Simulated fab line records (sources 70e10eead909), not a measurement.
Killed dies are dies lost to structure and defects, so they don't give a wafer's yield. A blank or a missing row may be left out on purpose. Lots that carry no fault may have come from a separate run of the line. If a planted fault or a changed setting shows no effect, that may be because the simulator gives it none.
Matching of chambers | flow nand-harc | NHARC_A_SLIT_ETCH_24 on rie-diel-02: 4 sister chambers
The step etches the open film in CF4/CHF3, target depth 121 nm, time 60.5 s. 4 wafers are shown with their chamber, then 7 later ones without.

WAFERS, EACH WITH ITS CHAMBER
wafer  | chamber | rf-vpp-V (V)
L088.2 | 1       | 373.8
L088.6 | 0       | 370.0
L085.1 | 2       | 371.0
L085.2 | 3       | 368.4

WAFERS WITHOUT THEIR CHAMBER
wafer  | rf-vpp-V (V)
L085.3 | 370.5
L093.2 | 371.8
L093.3 | 369.9
L093.4 | 373.2
L094.1 | 371.8
L094.2 | 373.7
L094.5 | 369.2

THE CHAMBER EACH PASSED THROUGH
wafer  | from the rows above          | in truth
L085.3 | can't be placed: 0 or 2      | 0
L093.2 | can't be placed: 2 or 0 or 1 | 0
L093.3 | can't be placed: 0 or 2      | 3
L093.4 | 1                            | 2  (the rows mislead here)
L094.1 | can't be placed: 2 or 0 or 1 | 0
L094.2 | 1                            | 1
L094.5 | can't be placed: 0 or 3 or 2 | 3
Placed correctly: 1 of 7. From these rows, 5 cannot be placed; in 4 the true chamber is one of the candidates. Wrongly placed: 1.
How it was worked out, from the rows above alone: a wafer's distance from a chamber is the root of the sum, over the readings, of the square of ((its reading less the chamber's mean) divided by the reading's scatter). The wafer belongs to the nearest chamber; if the next one is less than 2 further off, it can't be placed. For every chamber, the mean is computed from those of its wafers that are shown. The scatter: root of mean squared gap, hidden wafer to nearest shown wafer, with one shown wafer a chamber.
